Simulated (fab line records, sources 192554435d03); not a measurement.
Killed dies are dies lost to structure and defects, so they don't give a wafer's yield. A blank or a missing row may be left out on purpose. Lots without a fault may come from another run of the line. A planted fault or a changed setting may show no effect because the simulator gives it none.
A struck lot beside a sound one | flow n5_finfet | 21 steps out of a route of 1938
Sound: wafers L398.2, L398.3, L398.5. Struck: wafer L396.6. (L396.3, L396.5 of the same lot were not struck and are left out.) The cause comes at the end.
At each step with rows: each side's tool, then ch and its chambers, then its first start. Under that, the readings that differ: sound wafers | struck wafers | difference of the means | sigmas: that difference in standard deviations of wafers without a fault.
alike: readings whose means differ by less than 2 such deviations, and words and numbers that are the same on both sides. not compared: withheld readings, readings that some wafer has no value for, bounds like >300 that may hide the same value, and numbers for which the record gives no deviation and whose values overlap.
The two part at a step that has a row with sigmas, a row that says differs or no value, or rows on one side only. Numbers that don't overlap but have no deviation are shown without sigmas and don't part them. A reading that every wafer of one side lacks parts them only if that side has two wafers or more.

first, 6 steps without rows for these wafers: N5_BEOL_M1_COAT_22 (resist thk 30 nm); N5_BEOL_M1_EBR_24; N5_BEOL_M1_SOFTBAKE_23 (time 60 s); N5_BEOL_M1_EXPOSE_25 (exposes mask V0, defocus 5 nm, target cd 24 nm); N5_BEOL_M1_PEB_26 (peb time 60 s); N5_BEOL_M1_DEVELOP_27 (develop time 30 s).
N5_BEOL_M1_CD_MEAS_28: target cd y 23.3 nm.
  sound on cd_sem-03 ch 0, day 9 11:03; struck on cd_sem-01 ch 0, day 8 20:08
  alike: cd_nm
N5_BEOL_M1_OVL_MEAS_29:
  sound on overlay-02 ch 0, day 9 11:05; struck on overlay-02 ch 0, day 8 20:11
  reading     | sound          | struck | difference | sigmas
  V0_OVL (nm) | -0.7 -0.7 -0.6 | -2.0   | -1.3       | -2
N5_BEOL_M1_INSPECT_30: inspects for defects (brightfield).
  sound on defect_inspect-02, day 9 11:09; struck on defect_inspect-01, day 8 20:14
  reading          | sound       | struck | difference | sigmas
  raw_defect_count | 460 587 572 | 211    | -329       | -3
N5_BEOL_M1_DESCUM_33: chemistry O2, time 7 s.
  sound on rie_diel-06 ch 1,3, day 9 11:11; struck on rie_diel-01 ch 0, day 8 20:16
  alike: drypump_motor_current_A, oes_product_au, rf_vpp_V, showerhead_plenum_p_Torr, temp_c, throttle_valve_pct
  not compared: rf_hours_counter_h
N5_BEOL_M1_ETCH_77: etches underlayer in N2/H2, target depth 6.5 nm, time 5.2 s.
  sound on rie_diel-06 ch 1,3, day 9 11:13; struck on rie_diel-01 ch 0, day 8 20:18
  alike: drypump_motor_current_A, etch_rf_on_time_s, oes_product_au, rf_vpp_V, showerhead_plenum_p_Torr, throttle_valve_pct
  not compared: rf_hours_counter_h
N5_BEOL_M1_ETCH_69: etches SiARC in CF4, target depth 15.6 nm, time 26 s.
  sound on rie_diel-06 ch 1,3, day 9 11:14; struck on rie_diel-01 ch 0, day 8 20:19
  alike: drypump_motor_current_A, etch_rf_on_time_s, oes_product_au, rf_vpp_V, showerhead_plenum_p_Torr, throttle_valve_pct
  not compared: rf_hours_counter_h
N5_BEOL_M1_ALD_98: deposits SiO2, target thk 2.5 nm, pulse time 1 s, co reactant pulse time 1 s.
  sound on ald_sin-03 ch 0,1,3, day 9 11:19; struck on ald_sin-02 ch 3, day 8 20:59
  reading                                  | sound       | struck | difference | sigmas
  ald_cycles                               | 17 17 17    | 13     | -4         |
  model.SiO2_of_BEOL_M1_ALD_98.thk_nm (nm) | 2.6 2.6 2.6 | 2      | -1         |
  alike: heater_power_w, precursor_pulse_height_rel
N5_BEOL_M1_ETCHBACK_99: etches SiO2 in CHF3, target depth 5 nm, time 10.4 s.
  sound on rie_diel-04 ch 0,1, day 9 11:52; struck on rie_diel-01 ch 0, day 8 22:21
  reading                         | sound          | struck | difference | sigmas
  showerhead_plenum_p_Torr (Torr) | 2.20 2.24 2.20 | 2.05   | -0.16      | -2
  alike: drypump_motor_current_A, oes_ar_750_au, oes_product_au, rf_vpp_V, throttle_valve_pct
  not compared: rf_hours_counter_h
N5_BEOL_M1_ETCH_70: etches SOC in N2/H2, target depth 80 nm, overetch 16 nm, time 120 s.
  sound on rie_diel-04 ch 0,1, day 9 11:53; struck on rie_diel-01 ch 0, day 8 22:23
  reading                         | sound             | struck | difference | sigmas
  rf_vpp_V (V)                    | 526.7 526.1 527.1 | 521.4  | -5.2       | -2
  showerhead_plenum_p_Torr (Torr) | 2.62 2.62 2.62    | 2.40   | -0.22      | -3
  alike: drypump_motor_current_A, oes_product_au, temp_c, throttle_valve_pct
  not compared: rf_hours_counter_h
then, 2 steps without rows for these wafers: N5_BEOL_M1_STRIP_71 (strips in N2/H2); N5_BEOL_M1_STRIP_78 (strips in N2/H2).
N5_BEOL_M1_VIA_ETCH_34: etches the open film in C4F6/O2, target depth 67.8 nm, time 64.4 s.
  sound on rie_diel-04 ch 0,1, day 9 11:59; struck on rie_diel-01 ch 0, day 8 22:29
  reading                         | sound          | struck | difference | sigmas
  drypump_motor_current_A (A)     | 5.4 5.3 5.5    | 6.3    | +0.9       | +2
  showerhead_plenum_p_Torr (Torr) | 2.91 2.95 2.91 | 2.71   | -0.21      | -2
  model.BEOL_M1.cd_nm (nm)        | 18.2 18 18.2   | 19.4   | +1.3       |
  alike: oes_ar_750_au, oes_product_au, rf_vpp_V, throttle_valve_pct
  not compared: rf_hours_counter_h
then, 1 step without rows for these wafers: N5_BEOL_M1_STRIP_83 (strips in C4F6/O2).
-- the record jumps here: 2 days lie between the struck wafers' starts before and after (it left off in module BEOL_M1 and takes up again in module BEOL_M4, whose first step shown is number 1111 of the route) --
N5_BEOL_M4_RC_MEAS_101:
  sound on prober-02 ch 0, day 11 03:58; struck on prober-01 ch 0, day 10 22:37
  alike: DIBL_N, DIBL_P, IOFF_N, IOFF_P, ION_N, ION_P, SS_N, SS_P, VT_N, VT_P
-- the record jumps here: 5 days lie between the struck wafers' starts before and after (it left off in module BEOL_M4 and takes up again in module PASSIVATION, whose first step shown is number 1936 of the route) --
N5_PASSIVATION_PROBE_49:
  sound on prober-01, day 15 20:01; struck on prober-02, day 15 12:21
  reading            | sound | struck | difference | sigmas
  killed_at_M0_to_M3 | 48    | 26     | -22        | -2
  killed_at_other    | 4     | 12     | +8         | +2
  alike: defect_limited_yield, killed_at_M4_up, killed_at_contacts, killed_at_front_end, killed_dies, killed_open, killed_short, sort_bin_5_function, sort_bin_6_memory, sort_n_pass, sort_yield_pct

WHERE THEY PART
First at N5_BEOL_M1_OVL_MEAS_29; last, within this record, at N5_PASSIVATION_PROBE_49.

WHY: what the simulator had put in
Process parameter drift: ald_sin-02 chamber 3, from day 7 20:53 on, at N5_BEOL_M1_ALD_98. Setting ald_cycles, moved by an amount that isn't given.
